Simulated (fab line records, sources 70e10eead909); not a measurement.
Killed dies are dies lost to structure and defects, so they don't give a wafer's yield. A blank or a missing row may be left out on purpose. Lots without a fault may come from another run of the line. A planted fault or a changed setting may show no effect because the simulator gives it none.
Problem report in the 8D (eight disciplines) form, filled by code | flow nand_harc | the parts of the form that need people (team, actions taken, sign-off) are left out

1. THE PROBLEM
cd_nm at NHARC_A_BLC_CD_MEAS_10 reads a mean of 75.6 nm on 6 wafers of 2 lots; wafers without a fault read 100.0 nm with a standard deviation of 0.63. That is -39 standard deviations from the usual mean.
The step: target cd 100 nm.
First seen on wafer L765.1, day 28 08:23, on cd_sem-03. The record holds 42 wafers of 14 lots with a number at this step. Rule for "out", or "out of limits": more than 4 standard deviations from the usual mean. The other wafers with a number count as sound.

2. WHAT IT IS AND WHAT IT IS NOT
question                    | is                     | is not
which readings at this step | cd_nm                  | -
which lots                  | L765, L770             | L754, L755, L757, L758, L759, L760, L761, L763, L764, L774, L775, L777
which wafers of those lots  | all that have a number | -
read on which gauges        | cd_sem-03              | cd_sem-01, cd_sem-02
when                        | from day 28 08:23      | up to then (27 sound wafers); but 9 sound wafers of L774, L775, L777 came after

3. SUSPECTS, AND WHAT RULES EACH OUT
Counting: a tool at a process step up to the reading stays a suspect if it ran every lot that is out and no sound lot after the first of them.
- the gauge at NHARC_A_BLC_CD_MEAS_10: ruled out. All the wafers that are out were read on cd_sem-03, but those of them that NHARC_A_BLC_PEB_08 has rows for are out there too, on other tools.
- rie_diel-01 at NHARC_A_CONTACT_STRIP_26 (strips in O2): ruled out as a lasting fault. Sound lots L774, L777 ran on it after its first lot that is out, L765 (day 28 08:18). NHARC_A_CONTACT_STRIP_26 gives no start for some lots, so the hours and the order of its lots are those of NHARC_A_BLC_PEB_08.
- litho_track-06 at NHARC_A_BLC_PEB_08 (peb time 65 s): ruled out as a lasting fault. Sound lots L777 ran on it after its first lot that is out, L765 (day 28 08:18).
Left after counting: nothing in the record.

4. THE CAUSE (what the simulator had put in)
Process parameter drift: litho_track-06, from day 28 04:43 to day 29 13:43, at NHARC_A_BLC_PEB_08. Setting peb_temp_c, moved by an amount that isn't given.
Counting ruled it out, wrongly: the rule takes a fault to strike every lot that its tool runs from its start on, and this one did not.

5. THE CHAIN OF EFFECTS, in route order
Each row: a reading whose mean over the struck wafers that have a number lies more than 3 standard deviations from the usual. Only readings for which the record gives a usual standard deviation are gone through. hours: the time from each lot's start at the first step in this table that gives one to its start at this step, as a median over the lots. sigmas: the change in usual standard deviations.
hours | step                   | reading              | usual    | on struck wafers | change | sigmas
0     | NHARC_A_BLC_PEB_08     | heater_power_total_W | 156.6 W  | 143.8            | -12.8  | -30
0     | NHARC_A_BLC_PEB_08     | plate_temp_C         | 100.01 C | 94.19            | -5.82  | -45
0     | NHARC_A_BLC_CD_MEAS_10 | cd_nm                | 100.0 nm | 75.6             | -24.4  | -39
1     | NHARC_A_BLC_CD_MEAS_19 | cd_nm                | 100.0 nm | 74.1             | -25.9  | -16
The process steps in it:
- NHARC_A_BLC_PEB_08: peb time 65 s.

6. WHAT WOULD HAVE CAUGHT IT SOONER
In this record the first reading out of limits at a measuring or inspecting step was taken at day 28 08:23, 4 hours after the fault began at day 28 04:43.
The tool's own readings at NHARC_A_BLC_PEB_08 were out on every struck wafer that the step has a row for (heater_power_total_W, plate_temp_C): an alarm limit on them would have fired on the first of those.
